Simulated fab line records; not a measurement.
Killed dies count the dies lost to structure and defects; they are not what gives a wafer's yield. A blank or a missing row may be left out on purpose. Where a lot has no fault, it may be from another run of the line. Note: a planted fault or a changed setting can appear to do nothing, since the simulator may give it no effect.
Split-lot study ; flow n5-finfet ; 7 lots, 39 wafers read, on a route of 1938 steps

## ABOUT THE SPLIT
At N5_BEOL_M10_ALD_74 (deposits TaN, target thk 2 nm, pulse time 2 s, purge time 3 s), the setting ald-cycles was moved away from the recipe's 40 on 9 of the 39 wafers read, by -52.5% to +42.5%. For the rest of the wafers, this setting stayed at what the recipe calls for.

Reading taken at the split's own step.

## THE READING
TaN_of_BEOL_M10_ALD_74.thk-nm (the simulator's own value, which no gauge read), in nm, at N5_BEOL_M10_ALD_74 (deposits TaN, target thk 2 nm, pulse time 2 s, purge time 3 s). No usual value for it is given in the file.

wafer;tool, chamber at the split;ald-cycles as run;against the recipe;TaN_of_BEOL_M10_ALD_74.thk-nm, nm;against lot-mates on the recipe
L082.1;ald-metal-02, 2,0,1,0,1,2;40;recipe;2;-
L082.2;ald-metal-02, 2,0,1,0,1,2;40;recipe;2;-
L082.3;ald-metal-02, 2,0,1,0,1,2;40;recipe;2;-
L082.4;ald-metal-02, 2,0,1,0,1,2;40;recipe;2;-
L082.5;ald-metal-02, 2,0,1,0,1,2;40;recipe;2;-
L082.6;ald-metal-02, 2,0,1,0,1,2;40;recipe;2;-
L081.1;ald-metal-01, 2,2,3;40;recipe;2;-
L081.5;ald-metal-01, 2,2,3;40;recipe;2;-
L081.6;ald-metal-01, 2,2,3;40;recipe;2;-
L081.2;ald-metal-01, 3,0,1;32;-20.0%;1.6;-0.4
L081.3;ald-metal-01, 3,0,1;32;-20.0%;1.6;-0.4
L081.4;ald-metal-01, 3,0,1;32;-20.0%;1.6;-0.4
L093.1;ald-metal-04, 2,3,3;19;-52.5%;1;-1.0
L093.3;ald-metal-04, 2,3,3;19;-52.5%;1;-1.0
L093.5;ald-metal-04, 2,3,3;19;-52.5%;1;-1.0
L093.2;ald-metal-04, 1,0,0;40;recipe;2;-
L093.4;ald-metal-04, 1,0,0;40;recipe;2;-
L093.6;ald-metal-04, 1,0,0;40;recipe;2;-
L094.1;ald-metal-01, 1,3,2;40;recipe;2;-
L094.2;ald-metal-01, 1,3,2;40;recipe;2;-
L094.6;ald-metal-01, 1,3,2;40;recipe;2;-
L094.3;ald-metal-01, 2,0,1;57;+42.5%;2.8;+0.8
L094.4;ald-metal-01, 2,0,1;57;+42.5%;2.8;+0.8
L094.5;ald-metal-01, 2,0,1;57;+42.5%;2.8;+0.8
L096.1;ald-metal-01, 0,1,3;40;recipe;2;-
L096.3;ald-metal-01, 0,1,3;40;recipe;2;-
L096.5;ald-metal-01, 0,1,3;40;recipe;2;-
L097.1;ald-metal-04, 1,0,3,3,1,0;40;recipe;2;-
L097.2;ald-metal-04, 1,0,3,3,1,0;40;recipe;2;-
L097.3;ald-metal-04, 1,0,3,3,1,0;40;recipe;2;-
L097.4;ald-metal-04, 1,0,3,3,1,0;40;recipe;2;-
L097.5;ald-metal-04, 1,0,3,3,1,0;40;recipe;2;-
L097.6;ald-metal-04, 1,0,3,3,1,0;40;recipe;2;-
L095.1;ald-metal-04, 1,3,0,1,0,3;40;recipe;2;-
L095.2;ald-metal-04, 1,3,0,1,0,3;40;recipe;2;-
L095.3;ald-metal-04, 1,3,0,1,0,3;40;recipe;2;-
L095.4;ald-metal-04, 1,3,0,1,0,3;40;recipe;2;-
L095.5;ald-metal-04, 1,3,0,1,0,3;40;recipe;2;-
L095.6;ald-metal-04, 1,3,0,1,0,3;40;recipe;2;-
Where a row lists several chambers, the file gives one row for several wafers and doesn't say which wafer went through which chamber.

THE FIT
A straight line over all 39 wafers: TaN_of_BEOL_M10_ALD_74.thk-nm changes by +0.019 nm for each +1% of ald-cycles; r = +1.00; the points scatter about the line by 0.0056 nm.
The same after taking each lot's own level away (the mean of its wafers on the recipe; 39 wafers): +0.019 nm for each +1%; r = +1.00; scatter 0.0056 nm.
Per that fit: largest ald-cycles move, reading shift of 1 nm.
The lots' own levels span 2.00 to 2.00 nm.
Hence the lot-to-lot level has little effect on the slope; both slopes agree.
Check: for one of the wafers moved furthest among these (-52.5%), held out of the fit, the line's prediction against its lot-mates is -1 nm. It came out at -1 nm against them.

## THE OTHER SPLITS THESE WAFERS WENT THROUGH
Note: prior to the reading, these wafers also went through further splits. Each is held against what the fit with the lots' levels taken away leaves over:
other split on the same wafers;wafers away from the commonest value;r with TaN_of_BEOL_M10_ALD_74.thk-nm (lot level and that fit taken away)
N5_BEOL_M2_ILD_DEP_00 time-s;12;-0.09
N5_BEOL_M3_TRENCH_ETCH_37 target-depth-a;9;-0.05
N5_BEOL_M5_PECVD_70 time-s;15;+0.11
N5_BEOL_M6_ALD_77 ald-cycles;15;-0.34

## FILE'S OWN FIT
TaN_of_BEOL_M10_ALD_74.thk-nm changes by +0.019 nm for each +1% of ald-cycles, r = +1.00.
